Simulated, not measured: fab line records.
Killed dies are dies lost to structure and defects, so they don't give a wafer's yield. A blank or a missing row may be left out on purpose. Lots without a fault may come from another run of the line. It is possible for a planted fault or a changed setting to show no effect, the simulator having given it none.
Chamber matching ; flow n5 finfet ; 4 sister chambers for N5_HKMG_FIN_ALD_75 on ald hk-01
The step deposits Al2O3, target thk 1 nm, co reactant pulse time 1 s. 4 wafers are shown with their chamber, then 11 later ones without.

## EACH WAFER AND ITS CHAMBER
wafer;chamber;heater power w (W)
L085.1;1;166
L085.2;3;154
L085.6;0;171
L089.2;2;150

## WAFERS WITHOUT THEIR CHAMBER
wafer;heater power w (W)
L089.4;165
L089.5;154
L093.1;151
L093.2;149
L093.4;166
L094.2;145
L094.3;160
L094.4;151
L096.2;164
L096.3;152
L096.5;146

## WHICH CHAMBER EACH WENT THROUGH
wafer;from the rows above;in truth
L089.4;can't be placed: 1 or 0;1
L089.5;can't be placed: 3 or 2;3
L093.1;can't be placed: 2 or 3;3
L093.2;can't be placed: 2 or 3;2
L093.4;can't be placed: 1 or 0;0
L094.2;can't be placed: 2 or 3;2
L094.3;can't be placed: 1 or 3 or 2 or 0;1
L094.4;can't be placed: 2 or 3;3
L096.2;can't be placed: 1 or 0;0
L096.3;can't be placed: 2 or 3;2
L096.5;can't be placed: 2 or 3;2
Placed correctly: 0 of 11. Can't be placed from these rows: 11 (the true chamber is among the candidates in 11). Placed wrongly: 0.
How it was worked out, from the rows above alone: a wafer's distance from a chamber is the root of the sum, over the readings, of the square of ((its reading less the chamber's mean) divided by the reading's scatter). If the next closest chamber is less than 2 further off than the closest, the wafer can't be placed; otherwise it belongs to the closest. A chamber's mean is the mean of its shown wafers. The scatter: root of mean squared gap, hidden wafer to nearest shown wafer, with one shown wafer a chamber.
